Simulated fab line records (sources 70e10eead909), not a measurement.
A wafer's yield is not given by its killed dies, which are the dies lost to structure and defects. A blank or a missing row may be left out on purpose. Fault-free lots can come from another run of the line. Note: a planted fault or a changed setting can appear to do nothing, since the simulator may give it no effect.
Chamber matching || flow nand harc || 4 sister chambers for NHARC_A_BLC_STRIP_21 on rie diel-12
The step strips in O2. 8 wafers are shown with their chamber, then 12 later ones without.

WAFERS WITH THEIR CHAMBER
{"wafer": "L083.2", "chamber": 1, "drypump motor current A (A)": 6.0, "showerhead plenum p Torr (Torr)": 3.60}
{"wafer": "L083.6", "chamber": 0, "drypump motor current A (A)": 5.7, "showerhead plenum p Torr (Torr)": 3.47}
{"wafer": "L083.1", "chamber": 2, "drypump motor current A (A)": 6.2, "showerhead plenum p Torr (Torr)": 3.68}
{"wafer": "L083.3", "chamber": 3, "drypump motor current A (A)": 6.0, "showerhead plenum p Torr (Torr)": 3.59}
{"wafer": "L083.5", "chamber": 1, "drypump motor current A (A)": 5.9, "showerhead plenum p Torr (Torr)": 3.60}
{"wafer": "L086.2", "chamber": 3, "drypump motor current A (A)": 6.0, "showerhead plenum p Torr (Torr)": 3.58}
{"wafer": "L086.3", "chamber": 2, "drypump motor current A (A)": 6.2, "showerhead plenum p Torr (Torr)": 3.67}
{"wafer": "L086.4", "chamber": 0, "drypump motor current A (A)": 5.7, "showerhead plenum p Torr (Torr)": 3.46}

WAFERS WITHOUT THEIR CHAMBER
{"wafer": "L086.1", "drypump motor current A (A)": 5.9, "showerhead plenum p Torr (Torr)": 3.59}
{"wafer": "L086.5", "drypump motor current A (A)": 6.0, "showerhead plenum p Torr (Torr)": 3.58}
{"wafer": "L086.6", "drypump motor current A (A)": 5.7, "showerhead plenum p Torr (Torr)": 3.46}
{"wafer": "L090.1", "drypump motor current A (A)": 5.9, "showerhead plenum p Torr (Torr)": 3.59}
{"wafer": "L090.3", "drypump motor current A (A)": 6.2, "showerhead plenum p Torr (Torr)": 3.67}
{"wafer": "L090.6", "drypump motor current A (A)": 6.0, "showerhead plenum p Torr (Torr)": 3.58}
{"wafer": "L096.1", "drypump motor current A (A)": 6.2, "showerhead plenum p Torr (Torr)": 3.66}
{"wafer": "L096.2", "drypump motor current A (A)": 5.7, "showerhead plenum p Torr (Torr)": 3.45}
{"wafer": "L096.4", "drypump motor current A (A)": 6.0, "showerhead plenum p Torr (Torr)": 3.57}
{"wafer": "L096.3", "drypump motor current A (A)": 5.9, "showerhead plenum p Torr (Torr)": 3.58}
{"wafer": "L096.5", "drypump motor current A (A)": 5.9, "showerhead plenum p Torr (Torr)": 3.58}
{"wafer": "L096.6", "drypump motor current A (A)": 5.7, "showerhead plenum p Torr (Torr)": 3.45}

WHICH CHAMBER EACH WENT THROUGH
{"wafer": "L086.1", "from the rows above": "can't be placed: 1 or 3", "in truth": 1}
{"wafer": "L086.5", "from the rows above": 3, "in truth": 3}
{"wafer": "L086.6", "from the rows above": 0, "in truth": 0}
{"wafer": "L090.1", "from the rows above": "can't be placed: 1 or 3", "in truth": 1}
{"wafer": "L090.3", "from the rows above": 2, "in truth": 2}
{"wafer": "L090.6", "from the rows above": 3, "in truth": 3}
{"wafer": "L096.1", "from the rows above": 2, "in truth": 2}
{"wafer": "L096.2", "from the rows above": 0, "in truth": 0}
{"wafer": "L096.4", "from the rows above": 3, "in truth": 3}
{"wafer": "L096.3", "from the rows above": "can't be placed: 3 or 1", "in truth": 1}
{"wafer": "L096.5", "from the rows above": "can't be placed: 3 or 1", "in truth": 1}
{"wafer": "L096.6", "from the rows above": 0, "in truth": 0}
Correct placement for 8 of the 12. Can't be placed from these rows: 4 (the true chamber is among the candidates in 4). Number placed wrongly: 0.
How it was worked out, from the rows above alone: a wafer's distance from a chamber is the root of the sum, over the readings, of the square of ((its reading less the chamber's mean) divided by the reading's scatter). The wafer belongs to the nearest chamber; if the next one is less than 2 further off, it can't be placed. For every chamber, the mean is computed from those of its wafers that are shown. The scatter: the root of (the sum of the squares of (reading less its chamber's mean) over the shown wafers, divided by (wafers less chambers)).
